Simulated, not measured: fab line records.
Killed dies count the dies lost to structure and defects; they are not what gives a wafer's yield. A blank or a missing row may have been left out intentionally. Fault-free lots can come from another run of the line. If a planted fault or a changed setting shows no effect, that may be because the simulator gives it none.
Matching of chambers + flow nandHarc + NHARC_A_CHANNEL_FILL_D1_STRIP_28 on rieDiel-09 has 4 sister chambers
The step strips in O2, time 20 s. 14 wafers are shown with their chamber, then 7 later ones without.

## WAFERS, EACH WITH ITS CHAMBER
| wafer  | chamber | showerheadPlenumPTorr (Torr) | oesProductAu (a.u.) | rfVppV (V) |
|--------|---------|------------------------------|---------------------|------------|
| L176.1 | 1       | 3.74                         | 1.006               | 58.1       |
| L176.2 | 0       | 3.79                         | 1.011               | 58.3       |
| L176.5 | 2       | 3.77                         | 0.991               | 58.7       |
| L180.3 | 2       | 3.77                         | 0.992               | 57.1       |
| L180.4 | 3       | 3.46                         | 0.999               | 57.1       |
| L180.5 | 3       | 3.46                         | 1.004               | 57.1       |
| L184.2 | 1       | 3.73                         | 1.006               | 58.1       |
| L184.3 | 0       | 3.79                         | 1.017               | 58.1       |
| L184.5 | 1       | 3.73                         | 0.994               | 57.9       |
| L190.3 | 2       | 3.77                         | 0.993               | 58.3       |
| L190.5 | 1       | 3.73                         | 1.023               | 57.5       |
| L190.6 | 2       | 3.77                         | 0.996               | 57.8       |
| L195.4 | 1       | 3.73                         | 1.018               | 59.0       |
| L195.5 | 1       | 3.73                         | 1.012               | 60.2       |

SIGNATURES (means of the wafers above)
| reading               | chamber 0 | chamber 1 | chamber 2 | chamber 3 | scatter within a chamber |
|-----------------------|-----------|-----------|-----------|-----------|--------------------------|
| showerheadPlenumPTorr | 3.7900    | 3.7317    | 3.7700    | 3.4600    | 0.00289                  |
| oesProductAu          | 1.01400   | 1.00983   | 0.99300   | 1.00150   | 0.00755                  |
| rfVppV                | 58.200    | 58.467    | 57.975    | 57.100    | 0.791                    |
Rule: distance of a wafer from a chamber = root of the sum over the readings of ((wafer's reading minus chamber's mean) / reading's scatter) squared. If the next closest chamber is less than 2 further off than the closest, the wafer can't be placed; otherwise it belongs to the closest. The scatter is the square root of a quotient: the sum, over the shown wafers, of each reading's squared deviation from its chamber's mean, divided by wafers minus chambers.

## WAFERS MISSING THEIR CHAMBER
| wafer  | showerheadPlenumPTorr (Torr) | oesProductAu (a.u.) | rfVppV (V) |
|--------|------------------------------|---------------------|------------|
| L195.6 | 3.77                         | 0.993               | 58.0       |
| L196.3 | 3.79                         | 0.996               | 60.2       |
| L196.4 | 3.77                         | 0.995               | 58.1       |
| L196.5 | 3.73                         | 1.022               | 58.7       |
| L198.3 | 3.73                         | 1.025               | 56.9       |
| L198.5 | 3.73                         | 1.021               | 57.3       |
| L198.6 | 3.77                         | 0.987               | 58.5       |

## WHICH CHAMBER EACH WENT THROUGH
| wafer  | from the rows above | in truth |
|--------|---------------------|----------|
| L195.6 | 2                   | 2        |
| L196.3 | 0                   | 0        |
| L196.4 | 2                   | 2        |
| L196.5 | 1                   | 1        |
| L198.3 | 1                   | 1        |
| L198.5 | 1                   | 1        |
| L198.6 | 2                   | 2        |
Correctly placed: 7 of 7. Number that these rows cannot place: 0. Wrongly placed: 0.
